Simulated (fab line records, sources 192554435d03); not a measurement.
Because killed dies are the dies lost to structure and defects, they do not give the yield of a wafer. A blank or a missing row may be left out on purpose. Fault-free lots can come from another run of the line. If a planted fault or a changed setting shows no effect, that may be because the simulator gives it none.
fab line records    flow n5-finfet
record: lots: 8  wafers: 24  last-day: 20
route steps=1938 shown SDB@373 DUMMY_REMOVAL@377 HKMG_FIN@386 BEOL_M4@1111 PASSIVATION@1936
lots untouched by any fault: they come from a run of this same line in which no faults occurred
start-h: hours from the record's opening day to when the first of the lot's shown wafers began    wait-h: time in hours since the lot's previous step    " same as the row above    L1.1+2: several wafers, shown together as one row    - no value, or no start was given    * or withheld: withheld    < > ~ a bound
route shown NAME@n: NAME is a module with steps in the file, n the number in the route of the first one    usual: mean/standard deviation taken from wafers without a fault    same: alike in all rows    chamber/n: place in a boat    sites: the reading at each site    _std_site: how widely they spread, as a standard deviation    _edge_site: inner sites' mean taken away from outer sites' mean    radius-mm: how far each site lies from the wafer's centre    mask NAME#n: copy n    behind: the tool/chamber that last shaped the wafer    hold: cause of the lot's hold/its duration in hours/its outcome    device: transistor that didn't switch, given as n, p or np    end of line: at the end of the route, the tests of the same wafers    a step given without rows: its recipe and nothing more    killed: count of dies lost to structure and defects at first sort (not the wafer's yield)    map: shows each die of a wafer: x if killed, . if not, _ if none is there
set.NAME: the setting the step ran with; set.NAME@STEP: the setting that earlier step ran with    model.NAME: the simulator's own value behind a step, which no gauge read
steps of the route over a sample of lots; a table a step, a row a wafer
services: a tool's chamber out of use, with start hour (start-h, from the record's first day; less than 0 if before it), hours out, and reason
== steps ==
step: N5_SDB_ALD_29
recipe: material: SiNx  target-thk-a: 300  temp-c: 400  ald-precursor-family: SiH2I2  ald-co-reactant: N2/H2-plasma  pulse-time-s: 1  ald-cycles: 600  purge-time-s: 2  co-reactant-purge-time-s: 2  pressure-torr: 2
usual: ald-cycles: 600/0  chamber-pressure-Torr: 1.999/0.0043  heater-power-w: 799/72  precursor-pulse-height-rel: 0.996/0.019
lot.wafer  tool        chamber  start-h  wait-h  ald-cycles  chamber-pressure-Torr  heater-power-w  precursor-pulse-height-rel  since-wet-clean-h
L262.2     ald-sin-02  0        81.47    0.0     600         2.006                  845             1.024                       180
L262.4     "           3        "        "       600         1.992                  884             1.004                       180
L262.6     "           2        82.82    1.4     600         1.999                  834             0.979                       -
L266.1     ald-sin-01  1        107.48   0.0     600         2.002                  876             0.987                       9
L266.4     "           0        "        "       600         2.002                  791             1.017                       9
L266.6     "           3        108.83   1.4     600         1.996                  907             0.972                       -
L267.2     ald-sin-03  3        109.91   0.0     600         2.010                  709             0.998                       300
L267.4     "           2        "        "       600         2.000                  805             0.976                       300
L267.6     "           3        111.26   1.4     600         2.001                  739             0.968                       -
L268.2     ald-sin-02  3        117.03   0.0     600         2.000                  900             0.984                       215
L268.3     "           2        "        "       600         1.998                  846             1.005                       215
L268.6     "           1        118.38   1.4     600         2.003                  761             0.998                       -
L270.1     ald-sin-03  1        127.21   0.0     600         1.996                  772             0.968                       317
L270.2     "           0        "        "       600         1.997                  729             0.986                       317
L270.5     "           0        128.56   1.4     600         1.998                  711             0.984                       -
L272.1     ald-sin-02  0        140.53   0.0     600         1.996                  851             0.982                       239
L272.2     "           2        "        "       600         2.004                  825             0.998                       239
L272.4     "           1        "        "       600         1.998                  770             0.994                       239
L278.1     ald-sin-01  3        177.04   0.1     600         2.001                  876             1.004                       78
L278.4     "           1        "        "       600         2.003                  873             0.983                       78
L278.5     "           0        178.39   1.4     600         2.003                  769             0.979                       -
L281.1     ald-sin-02  1        195.20   0.5     600         2.005                  768             1.020                       294
L281.3     "           0        "        "       600         2.006                  823             1.001                       294
L281.6     "           1        196.55   1.9     600         2.003                  752             1.020                       -
step: N5_DUMMY_REMOVAL_HM_STRIP_01
recipe: chemistry: CH3F/O2  material: SiNx  target-depth-a: 40  stop-on: poly-Si  time-s: 6.8  over-etch-frac: 0.3  ion-energy-ev: 60  power-w: 410  bias-w: 29  Ar_flow_sccm: 150  CH3F_flow_sccm: 30  O2_flow_sccm: 20
usual: bias-w: 29.00/0.08  drypump-motor-current-A: 5.6/0.38  oes-product-au: 0.64/0.069  rf-vpp-V: 127.4/1.1  showerhead-plenum-p-Torr: 1.99/0.071  throttle-valve-pct: 16.34/0.27
lot.wafer  tool         chamber  start-h  wait-h  bias-w  drypump-motor-current-A  oes-product-au  rf-hours-counter-h  rf-vpp-V  showerhead-plenum-p-Torr  throttle-valve-pct
L262.2     rie-diel-06  3        84.71    0.2     28.79   6.4                      0.63            166                 127.5     1.91                      16.01
L262.4     "            1        "        "       28.96   5.6                      0.79            10                  128.2     1.96                      16.00
L262.6     "            2        "        "       29.08   6.0                      0.62            -                   126.7     1.92                      16.56
L266.1     rie-diel-01  0        110.61   0.1     28.99   5.2                      0.56            237                 127.3     2.08                      16.35
L266.4     "            2        "        "       29.17   5.7                      0.65            -                   128.1     2.02                      16.43
L266.6     "            0        "        "       29.01   5.2                      0.57            -                   128.7     2.08                      16.35
L267.2     rie-diel-01  2        113.00   0.0     29.01   5.7                      0.64            125                 127.8     2.02                      16.42
L267.4     "            3        "        "       29.00   5.6                      0.75            -                   127.8     2.12                      16.23
L267.6     "            0        "        "       28.93   5.2                      0.57            -                   127.6     2.08                      16.33
L268.2     rie-diel-06  1        120.12   0.0     28.91   5.6                      0.75            21                  128.0     1.95                      16.02
L268.3     "            2        "        "       28.98   6.0                      0.61            163                 128.8     1.91                      16.56
L268.6     "            0        "        "       28.98   5.2                      0.64            -                   126.7     1.99                      16.17
L270.1     rie-diel-06  0        130.30   0.0     29.13   5.2                      0.63            152                 128.3     1.99                      16.17
L270.2     "            1        "        "       29.01   5.6                      0.75            25                  127.1     1.95                      16.04
L270.5     "            2        "        "       28.91   6.0                      0.61            -                   126.8     1.91                      16.59
L272.1     rie-diel-06  1        143.61   0.0     29.04   5.6                      0.74            28                  127.1     1.95                      16.03
L272.2     "            3        "        "       29.09   6.4                      0.62            176                 127.3     1.91                      16.03
L272.4     "            2        "        "       29.04   6.0                      0.60            169                 126.4     1.91                      16.59
L278.1     rie-diel-05  3        180.13   0.0     29.04   5.0                      0.60            185                 127.3     1.93                      16.95
L278.4     "            0        "        "       29.04   5.3                      0.78            18                  129.7     2.11                      15.97
L278.5     "            1        "        "       28.94   5.6                      0.62            -                   126.8     1.99                      16.41
L281.1     rie-diel-06  0        198.35   0.1     28.82   5.1                      0.62            170                 129.2     1.98                      16.20
L281.3     "            2        "        "       28.90   6.0                      0.60            185                 126.7     1.91                      16.63
L281.6     "            0        "        "       29.00   5.1                      0.62            -                   127.9     1.98                      16.20
step: N5_HKMG_FIN_HK_ALD_01
recipe: material: HfO2  target-thk-a: 16  temp-c: withheld  ald-precursor-family: HfCl4  ald-co-reactant: H2O  pulse-time-s: 3  purge-time-s: 3  co-reactant-purge-time-s: 2.5  co-reactant-pulse-time-s: 0.3  ald-cycles: 30
usual: ald-cycles: 30/0  precursor-pulse-height-rel: 1.001/0.021
lot.wafer  tool       chamber  start-h  wait-h  ald-cycles  precursor-pulse-height-rel  since-wet-clean-h
L262.2     ald-hk-02  1        85.26    0.0     30          1.010                       1861
L262.4     "          3        "        "       30          0.991                       1861
L262.6     "          0        "        "       30          1.030                       -
L266.1     ald-hk-02  3        111.16   0.0     30          1.015                       1887
L266.4     "          2        "        "       30          1.026                       1887
L266.6     "          1        "        "       30          0.967                       -
L267.2     ald-hk-01  0        113.55   0.0     30          0.983                       84
L267.4     "          2        "        "       30          0.990                       84
L267.6     "          0        "        "       30          1.025                       -
L268.2     ald-hk-01  2        120.69   0.0     30          0.996                       91
L268.3     "          3        "        "       30          1.003                       91
L268.6     "          3        "        "       30          0.995                       -
L270.1     ald-hk-01  3        130.91   0.1     30          1.004                       101
L270.2     "          2        "        "       30          0.984                       101
L270.5     "          3        "        "       30          1.000                       -
L272.1     ald-hk-03  1        144.17   0.0     30          0.994                       1024
L272.2     "          2        "        "       30          1.009                       1024
L272.4     "          3        "        "       30          1.003                       1024
L278.1     ald-hk-02  3        180.68   0.0     21          1.039                       1957
L278.4     "          0        "        "       21          1.003                       1957
L278.5     "          0        "        "       30          1.001                       -
L281.1     ald-hk-01  3        198.91   0.0     30          0.994                       169
L281.3     "          1        "        "       30          0.986                       169
L281.6     "          3        "        "       30          1.013                       -
step: N5_HKMG_FIN_HK_ANNEAL_02
recipe: temp-c: 700  time-s: 30  ambient: N2  idle-temp-c: 600  ramp-up-c-per-s: 150  ramp-down-c-per-s: 60  cool-to-c: 600
usual: lamp-power-pct: 8.80/0.059  lamp_zone_1_pct: 8.799/0.011  lamp_zone_4_pct: 8.796/0.011  wafer_temp_C_max: 702.9/0.6
lot.wafer  tool           chamber  start-h  wait-h  lamp-power-pct  lamp_zone_1_pct  lamp_zone_4_pct  wafer_temp_C_max
L262.2     rtp-anneal-01  0        85.53    0.2     8.83            8.804            8.813            703.0
L262.4     "              0        "        "       8.79            8.805            8.792            703.0
L262.6     "              0        "        "       8.88            8.809            8.791            702.4
L266.1     rtp-anneal-02  0        111.59   0.4     8.78            8.789            8.789            703.0
L266.4     "              0        "        "       8.85            8.817            8.792            703.4
L266.6     "              0        "        "       8.79            8.790            8.794            702.4
L267.2     rtp-anneal-01  0        113.76   0.1     8.80            8.804            8.779            703.1
L267.4     "              0        "        "       8.77            8.789            8.810            703.1
L267.6     "              0        "        "       8.84            8.785            8.784            703.1
L268.2     rtp-anneal-02  0        120.91   0.1     8.86            8.798            8.790            702.1
L268.3     "              0        "        "       8.87            8.798            8.786            702.7
L268.6     "              0        "        "       8.81            8.798            8.803            702.6
L270.1     rtp-anneal-01  0        131.28   0.2     8.88            8.811            8.780            703.2
L270.2     "              0        "        "       8.70            8.804            8.785            702.8
L270.5     "              0        "        "       8.85            8.803            8.795            702.7
L272.1     rtp-anneal-01  0        144.36   0.1     8.77            8.802            8.799            703.0
L272.2     "              0        "        "       8.84            8.803            8.796            704.0
L272.4     "              0        "        "       8.69            8.809            8.792            702.4
L278.1     rtp-anneal-02  0        180.87   0.1     8.80            8.790            8.805            702.0
L278.4     "              0        "        "       8.78            8.772            8.799            702.7
L278.5     "              0        "        "       8.96            8.790            8.792            703.6
L281.1     rtp-anneal-02  0        199.09   0.1     8.81            8.789            8.769            702.3
L281.3     "              0        "        "       8.74            8.786            8.769            702.9
L281.6     "              0        "        "       8.73            8.785            8.777            702.9
step: N5_HKMG_FIN_THK_MEAS_70
recipe: thk-meas-gauge: xrf  reads: HfO2_of_HKMG_FIN_HK_ALD_01
usual: HK_THK: 1.610/0.024
lot.wafer  tool           chamber  start-h  wait-h  HK_THK[nm]
L262.2     film-metro-01  -        89.18    0.2     1.627
L262.4     "              -        "        "       1.617
L262.6     "              -        "        "       1.623
L266.1     film-metro-01  -        114.98   0.2     1.624
L266.4     "              -        "        "       1.635
L266.6     "              -        "        "       1.623
L267.2     film-metro-02  -        117.04   0.2     1.574
L267.4     "              -        "        "       1.597
L267.6     "              -        "        "       1.573
L268.2     film-metro-02  -        124.13   0.2     1.598
L268.3     "              -        "        "       1.586
L268.6     "              -        "        "       1.588
L270.1     film-metro-02  -        134.69   0.2     1.594
L270.2     "              -        "        "       1.613
L270.5     "              -        "        "       1.587
L272.1     film-metro-02  -        147.61   0.2     1.614
L272.2     "              -        "        "       1.591
L272.4     "              -        "        "       1.584
L278.1     film-metro-01  -        184.55   0.2     1.115
L278.4     "              -        "        "       1.127
L278.5     "              -        "        "       1.618
L281.1     film-metro-01  -        202.39   0.2     1.610
L281.3     "              -        "        "       1.631
L281.6     "              -        "        "       1.627
step: N5_BEOL_M4_RC_MEAS_101
usual: DIBL_N: 36.3/1.9  DIBL_P: 36.6/2.4  EOT_N: 10.48/0.098  EOT_P: 10.43/0.098  IGATE_N: 0.0139/0.0022  IGATE_P: 0.0042/0.00065  IOFF_N: 0.17/0.037  IOFF_P: 0.23/0.04  ION_N: 682/14  ION_P: 468/8.6  SS_N: 71.6/0.67  SS_P: 73.4/0.71  VT_N: 248/3.3  VT_P: -248.9/2.9
lot.wafer  tool       chamber  start-h  wait-h  DIBL_N[mV/V]  DIBL_P[mV/V]  EOT_N  EOT_P  IGATE_N[nA/um]  IGATE_P[nA/um]  IOFF_N[nA/um]  IOFF_P[nA/um]  ION_N[uA/um]  ION_P[uA/um]  SS_N[mV/dec]  SS_P[mV/dec]  VT_N[mV]  VT_P[mV]
L262.2     prober-02  0        193.74   0.2     38.4          39.9          10.48  10.31  0.0175          0.0051          0.23           0.31           712           486           71.0          73.5          242       -240.0
L262.4     "          0        "        "       35.0          36.2          10.54  10.42  0.0140          0.0041          0.15           0.23           681           475           71.3          73.2          248       -247.9
L262.6     "          0        "        "       38.3          40.1          10.50  10.37  0.0164          0.0048          0.21           0.29           688           474           72.5          74.1          246       -244.0
L266.1     prober-02  0        219.62   0.0     37.1          37.6          10.66  10.50  0.0122          0.0036          0.19           0.25           682           470           72.1          74.1          244       -246.7
L266.4     "          0        "        "       33.7          33.6          10.59  10.52  0.0101          0.0031          0.13           0.19           674           470           70.5          72.3          250       -251.4
L266.6     "          0        "        "       34.2          33.7          10.39  10.39  0.0143          0.0043          0.14           0.19           671           470           71.0          72.5          249       -250.2
L268.2     prober-01  0        228.41   0.2     39.4          39.5          10.45  10.48  0.0115          0.0035          0.23           0.27           697           471           72.8          74.3          242       -245.8
L268.3     "          0        "        "       36.6          37.6          10.45  10.42  0.0132          0.0040          0.17           0.23           697           482           71.2          74.0          247       -247.9
L268.6     "          0        "        "       35.0          34.7          10.46  10.41  0.0141          0.0042          0.14           0.19           688           474           71.7          73.3          248       -250.9
L267.2     prober-01  0        232.16   0.2     36.6          38.8          10.64  10.43  0.0130          0.0040          0.17           0.26           672           461           72.5          73.7          247       -247.8
L267.4     "          0        "        "       36.2          39.4          10.46  10.38  0.0122          0.0038          0.18           0.27           678           467           72.5          74.5          245       -245.6
L267.6     "          0        "        "       35.3          37.3          10.60  10.55  0.0117          0.0037          0.16           0.23           668           466           71.7          73.5          248       -249.6
L270.1     prober-01  0        243.93   0.0     34.8          33.7          10.50  10.44  0.0130          0.0039          0.14           0.21           670           464           71.2          73.4          247       -249.1
L270.2     "          0        "        "       36.1          36.5          10.39  10.41  0.0134          0.0041          0.16           0.24           689           477           72.0          73.3          248       -247.5
L270.5     "          0        "        "       32.9          31.7          10.52  10.40  0.0129          0.0039          0.11           0.18           659           467           70.0          72.3          249       -249.1
L272.1     prober-02  0        277.98   0.0     37.4          36.6          10.63  10.56  0.0129          0.0039          0.16           0.20           685           459           71.6          72.4          248       -250.5
L272.2     "          0        "        "       37.4          37.6          10.58  10.47  0.0134          0.0040          0.16           0.21           696           471           71.8          73.2          249       -248.8
L272.4     "          0        "        "       35.4          35.2          10.63  10.53  0.0120          0.0036          0.13           0.19           676           466           71.3          72.6          251       -250.7
L278.1     prober-02  0        349.91   0.0     32.6          33.5          9.50   9.46   0.4618          0.1392          0.13           0.17           700           481           70.1          72.9          251       -249.4
L278.4     "          0        "        "       34.1          35.1          9.51   9.50   0.4018          0.1195          0.15           0.19           695           475           71.2          73.1          249       -250.0
L278.5     "          0        "        "       33.2          33.2          10.37  10.48  0.0150          0.0045          0.12           0.16           660           459           71.8          72.7          254       -251.3
L281.1     prober-02  0        356.44   0.0     33.8          34.9          10.45  10.34  0.0152          0.0045          0.16           0.20           699           479           70.9          73.0          246       -250.3
L281.3     "          0        "        "       36.8          37.7          10.51  10.41  0.0144          0.0043          0.21           0.24           699           474           71.7          74.2          246       -246.6
L281.6     "          0        "        "       36.8          37.2          10.47  10.28  0.0143          0.0042          0.22           0.24           698           472           71.5          73.2          242       -250.8
step: N5_PASSIVATION_PROBE_49
usual: defect-limited-yield: 91.2/1.5  killed_at_M0_to_M3: 35/12  killed_at_M4_up: 14/5.1  killed-at-contacts: 13/6  killed-at-front-end: 38/12  killed-at-other: 4/3.5  killed-dies: 104/18  killed-open: 68/13  killed-short: 33/8.1  sort_bin_4_leakage: 0.00/0.044  sort_bin_5_function: 5.2/1  sort_bin_6_memory: 3.2/0.69  sort_bin_8_speed: 0.01/0.051  sort-n-pass: 1076/18  sort-yield-pct: 91.2/1.5
same: gross-dies: 1180  killed-at-back-side: 0
lot.wafer  tool       chamber  start-h  wait-h  defect-limited-yield[%]  killed_at_M0_to_M3  killed_at_M4_up  killed-at-contacts  killed-at-front-end  killed-at-other  killed-dies  killed-open  killed-short  sort_bin_4_leakage[%]  sort_bin_5_function[%]  sort_bin_6_memory[%]  sort_bin_8_speed[%]  sort-n-pass  sort-yield-pct[%]
L262.2     prober-02  -        317.63   0.1     90.8                     23                  20               16                  48                   1                108          68           30            0                      6.0                     2.8                   0                    1072         90.8
L262.4     prober-02  -        317.73   0.2     91.9                     20                  14               10                  51                   0                95           61           26            0                      4.5                     3.1                   0                    1085         91.9
L262.6     prober-02  -        317.83   0.3     92.4                     29                  8                17                  32                   4                90           63           24            0                      4.5                     3.0                   0                    1090         92.4
L266.1     prober-01  -        333.30   0.0     88.1                     53                  27               17                  43                   1                141          102          38            0                      7.8                     3.8                   0                    1039         88.1
L266.4     prober-01  -        333.45   0.2     91.4                     32                  17               19                  32                   2                102          72           29            0                      4.9                     3.2                   0                    1078         91.4
L266.6     prober-01  -        333.55   0.3     92.2                     21                  16               14                  40                   1                92           63           20            0                      4.3                     2.5                   0                    1088         92.2
L267.2     prober-01  -        343.15   0.1     91.4                     29                  15               10                  45                   3                102          61           38            0                      5.4                     3.0                   0                    1078         91.4
L267.4     prober-01  -        343.25   0.2     93.3                     23                  14               15                  23                   4                79           48           31            0                      4.4                     1.8                   0                    1101         93.3
L267.6     prober-01  -        343.35   0.3     88.1                     39                  13               7                   80                   1                140          95           42            0                      7.4                     4.2                   0                    1040         88.1
L270.1     prober-01  -        356.75   0.0     90.2                     60                  15               10                  29                   2                116          84           32            0                      6.4                     3.2                   0                    1064         90.2
L270.2     prober-01  -        356.80   0.1     91.4                     57                  11               15                  16                   2                101          74           26            0                      5.2                     3.1                   0                    1079         91.4
L270.5     prober-01  -        356.95   0.2     91.8                     26                  27               4                   36                   4                97           55           42            0                      4.6                     3.3                   0                    1083         91.8
L272.1     prober-02  -        386.71   0.0     88.4                     60                  25               5                   40                   7                137          95           40            0                      7.4                     4.0                   0                    1043         88.4
L272.2     prober-02  -        386.76   0.1     90.8                     48                  15               12                  32                   2                109          62           47            0                      4.7                     4.2                   0                    1071         90.8
L272.4     prober-02  -        386.86   0.2     90.6                     60                  7                3                   36                   5                111          78           31            0                      5.4                     3.3                   0                    1069         90.6
L278.1     prober-02  -        453.79   0.0     92.5                     31                  7                11                  39                   1                89           52           28            92.46                  4.6                     2.0                   0                    0            0
L278.4     prober-02  -        453.94   0.2     91.4                     37                  9                13                  36                   6                101          64           36            91.44                  4.7                     3.4                   0                    0            0
L278.5     prober-02  -        453.99   0.2     93.1                     29                  14               8                   30                   1                82           46           27            0                      4.1                     1.9                   0.08                 1098         93.1
killed by level:class
L262.2 MOL_CONTACT_COAG:geometric-particle:open=13 BEOL_M4:geometric-particle:open=11 STI_FIN_REVEAL:geometric-particle:open=9 FIN_CUT:area-etch=8 FIN_SAQP:geometric-particle:short=7 FIN_SAQP:geometric-particle:open=6 BEOL_M0_SAQP:geometric-particle:open=6 BEOL_M3:geometric-particle:open=5
L262.4 FIN_SAQP:geometric-particle:open=12 STI_FIN_REVEAL:geometric-particle:open=12 MOL_CONTACT_COAG:geometric-particle:open=9 BEOL_M4:geometric-particle:open=7 DUMMY_GATE:geometric-particle:open=7 FIN_SAQP:geometric-particle:short=6 BEOL_M0_SAQP:geometric-particle:short=5 BEOL_M1:geometric-particle:short=4
L262.6 MOL_CONTACT_COAG:geometric-particle:open=15 STI_FIN_REVEAL:geometric-particle:open=12 BEOL_M0_SAQP:geometric-particle:open=8 BEOL_M1:geometric-particle:open=8 BEOL_M0_SAQP:geometric-particle:short=6 FIN_SAQP:geometric-particle:short=5 FIN_SAQP:geometric-particle:open=3 BEOL_M0:geometric-particle:open=3
L266.1 FIN_SAQP:geometric-particle:open=15 BEOL_M1:geometric-particle:open=15 BEOL_M4:geometric-particle:open=13 MOL_CONTACT_COAG:geometric-particle:open=12 BEOL_M0_SAQP:geometric-particle:short=8 BEOL_M2:geometric-particle:open=8 STI_FIN_REVEAL:geometric-particle:open=7 BEOL_M3:geometric-particle:open=7
L266.4 MOL_CONTACT_COAG:geometric-particle:open=14 FIN_SAQP:geometric-particle:open=10 BEOL_M0_SAQP:geometric-particle:open=8 STI_FIN_REVEAL:geometric-particle:open=7 BEOL_M2:geometric-particle:open=5 MOL_CONTACT_COAG:geometric-particle:short=5 BEOL_M4:geometric-particle:open=5 FIN_SAQP:geometric-particle:short=4
L266.6 MOL_CONTACT_COAG:geometric-particle:open=12 HKMG_FIN:area-etch=9 FIN_SAQP:geometric-particle:open=8 BEOL_M1:geometric-particle:open=6 STI_FIN_REVEAL:geometric-particle:open=6 FIN_SAQP:geometric-particle:short=5 BEOL_M4:geometric-particle:open=5 BEOL_M2:geometric-particle:open=4
L267.2 MOL_CONTACT_COAG:geometric-particle:open=9 DUMMY_GATE:geometric-particle:open=7 BEOL_M0_SAQP:geometric-particle:short=7 FIN_SAQP:geometric-particle:open=6 FIN_SAQP:geometric-particle:short=6 BEOL_M0_SAQP:geometric-particle:open=6 STI_FIN_REVEAL:geometric-particle:open=5 GATE_CUT:geometric-particle:short=5
L267.4 MOL_CONTACT_COAG:geometric-particle:open=12 BEOL_M0_SAQP:geometric-particle:open=6 BEOL_M2:geometric-particle:open=6 FIN_SAQP:geometric-particle:short=5 BEOL_M4:geometric-particle:open=5 GATE_CUT:geometric-particle:short=4 GATE_CUT:geometric-particle:open=3 MOL_CONTACT_COAG:geometric-particle:short=3
L267.6 STI_FIN_REVEAL:geometric-particle:open=26 FIN_SAQP:geometric-particle:open=14 FIN_SAQP:geometric-particle:short=12 BEOL_M0_SAQP:geometric-particle:open=9 BEOL_M1:geometric-particle:open=9 STI_FIN_REVEAL:geometric-particle:short=8 MOL_CONTACT_COAG:geometric-particle:open=6 DUMMY_GATE:geometric-particle:open=5
L270.1 BEOL_M0_SAQP:geometric-particle:open=15 BEOL_M2:geometric-particle:open=10 MOL_CONTACT_COAG:geometric-particle:open=9 BEOL_M0_SAQP:geometric-particle:short=8 BEOL_M1:geometric-particle:open=8 BEOL_M3:geometric-particle:open=8 BEOL_M4:geometric-particle:open=7 DUMMY_GATE:geometric-particle:open=5
L270.2 BEOL_M0_SAQP:geometric-particle:open=15 MOL_CONTACT_COAG:geometric-particle:open=13 BEOL_M1:geometric-particle:open=12 BEOL_M0_SAQP:geometric-particle:short=10 BEOL_M2:geometric-particle:open=9 BEOL_M4:geometric-particle:open=5 BEOL_M0:geometric-particle:open=4 STARTING-WAFER:geometric-particle:open=4
L270.5 BEOL_M4:geometric-particle:open=16 BEOL_M0_SAQP:geometric-particle:short=11 FIN_SAQP:geometric-particle:short=9 BEOL_M0_SAQP:geometric-particle:open=6 STI_FIN_REVEAL:geometric-particle:open=5 STARTING-WAFER:geometric-particle:short=5 FIN_SAQP:geometric-particle:open=4 MOL_CONTACT_COAG:geometric-particle:open=4
L272.1 BEOL_M3:geometric-particle:open=14 BEOL_M4:geometric-particle:open=14 BEOL_M0_SAQP:geometric-particle:short=13 BEOL_M0_SAQP:geometric-particle:open=13 BEOL_M2:geometric-particle:open=10 DUMMY_GATE:geometric-particle:open=6 FIN_SAQP:geometric-particle:open=5 FIN_SAQP:geometric-particle:short=5
L272.2 BEOL_M3:geometric-particle:open=12 MOL_CONTACT_COAG:geometric-particle:open=10 FIN_SAQP:geometric-particle:short=8 BEOL_M0_SAQP:geometric-particle:short=8 BEOL_M2:geometric-particle:short=8 FIN_SAQP:geometric-particle:open=7 BEOL_M3:geometric-particle:short=6 BEOL_M2:geometric-particle:open=5
L272.4 BEOL_M3:geometric-particle:open=14 BEOL_M2:geometric-particle:open=13 FIN_SAQP:geometric-particle:short=12 FIN_SAQP:geometric-particle:open=10 BEOL_M0_SAQP:geometric-particle:open=8 BEOL_M0:geometric-particle:open=7 BEOL_M0_SAQP:geometric-particle:short=6 BEOL_M1:geometric-particle:open=4
L278.1 MOL_CONTACT_COAG:geometric-particle:open=10 HKMG_FIN:area-etch=9 BEOL_M1:geometric-particle:open=7 STI_FIN_REVEAL:geometric-particle:open=6 BEOL_M0_SAQP:geometric-particle:short=6 BEOL_M1:geometric-particle:short=5 BEOL_M4:geometric-particle:open=5 STARTING-WAFER:geometric-particle:short=5
L278.4 MOL_CONTACT_COAG:geometric-particle:open=11 BEOL_M3:geometric-particle:open=10 BEOL_M2:geometric-particle:open=9 FIN_SAQP:geometric-particle:open=8 STI_FIN_REVEAL:geometric-particle:open=8 STARTING-WAFER:geometric-particle:short=7 BEOL_M0_SAQP:geometric-particle:short=5 BEOL_M0_SAQP:geometric-particle:open=4
L278.5 MOL_CONTACT_COAG:geometric-particle:open=8 BEOL_M0_SAQP:geometric-particle:short=8 BEOL_M3:geometric-particle:open=8 HKMG_FIN:area-etch=8 BEOL_M4:geometric-particle:short=6 BEOL_M0_SAQP:geometric-particle:open=4 GATE_CUT:geometric-particle:short=3 GATE_CUT:geometric-particle:open=3
== services ==
tool           chamber  start-h  hours  kind
ald-sin-03     3        63.97    13.1   repair
rie-diel-06    -        74.13    0.2    repair
ald-sin-01     -        85.25    14.0   pm
ald-sin-01     0        85.25    14.0   vent-cycle
ald-sin-01     1        85.25    14.0   vent-cycle
ald-sin-01     2        85.25    14.0   vent-cycle
ald-sin-01     3        85.25    14.0   vent-cycle
ald-sin-01     0        99.25    -      clean
ald-sin-01     1        99.25    -      clean
ald-sin-01     2        99.25    -      clean
ald-sin-01     3        99.25    -      clean
rie-diel-06    3        104.29   20.8   repair
rie-diel-01    0        119.86   2.3    repair
ald-hk-02      -        119.93   2.8    pm
ald-hk-01      -        122.63   1.8    repair
rie-diel-01    0        130.11   3.8    repair
rie-diel-01    0        160.98   -      clean
ald-sin-03     -        166.32   2.8    pm
ald-sin-01     -        168.70   6.1    pm
ald-hk-03      -        172.77   0.9    repair
rtp-anneal-01  -        176.76   2.0    pm
ald-sin-03     -        177.15   14.0   pm
rie-diel-01    1        187.03   11.1   repair
ald-sin-02     2        191.18   12.0   repair
== key ==
first-sign: step: N5_HKMG_FIN_HK_ALD_01  reading: ald-cycles  direction: down  sigmas: 99+  usual: *  struck: *
effect: step: N5_HKMG_FIN_THK_MEAS_70  reading: HK_THK  direction: down  sigmas: 20  usual: 1.610  struck: 1.121
effect: step: N5_BEOL_M4_RC_MEAS_101  reading: IGATE_P  direction: up  sigmas: 99+  usual: 0.0042  struck: 0.1293
effect: step: N5_BEOL_M4_RC_MEAS_101  reading: IGATE_N  direction: up  sigmas: 99+  usual: 0.0139  struck: 0.4318
effect: step: N5_BEOL_M4_RC_MEAS_101  reading: EOT_N  direction: down  sigmas: 9.9  usual: 10.48  struck: 9.51
effect: step: N5_BEOL_M4_RC_MEAS_101  reading: EOT_P  direction: down  sigmas: 9.7  usual: 10.43  struck: 9.48
effect: step: N5_PASSIVATION_PROBE_49  reading: sort_bin_4_leakage  direction: up  sigmas: 99+  usual: 0.00  struck: 91.95
met-at N5_HKMG_FIN_HK_ALD_01
struck-lots L278
struck-wafers L278.1,L278.4
not-acting-at N5_SDB_ALD_29,N5_DUMMY_REMOVAL_HM_STRIP_01,N5_HKMG_FIN_HK_ANNEAL_02
onset-between 111.16 180.68
fault: kind: process-parameter-drift  tool: ald-hk-02  chamber: -  onset-h: 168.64  steps: N5_HKMG_FIN_HK_ALD_01  channel: ald-cycles  offset: *  shape: step  end-h: 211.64  scope: struck-wafers-only  acts-in: *  stated: *
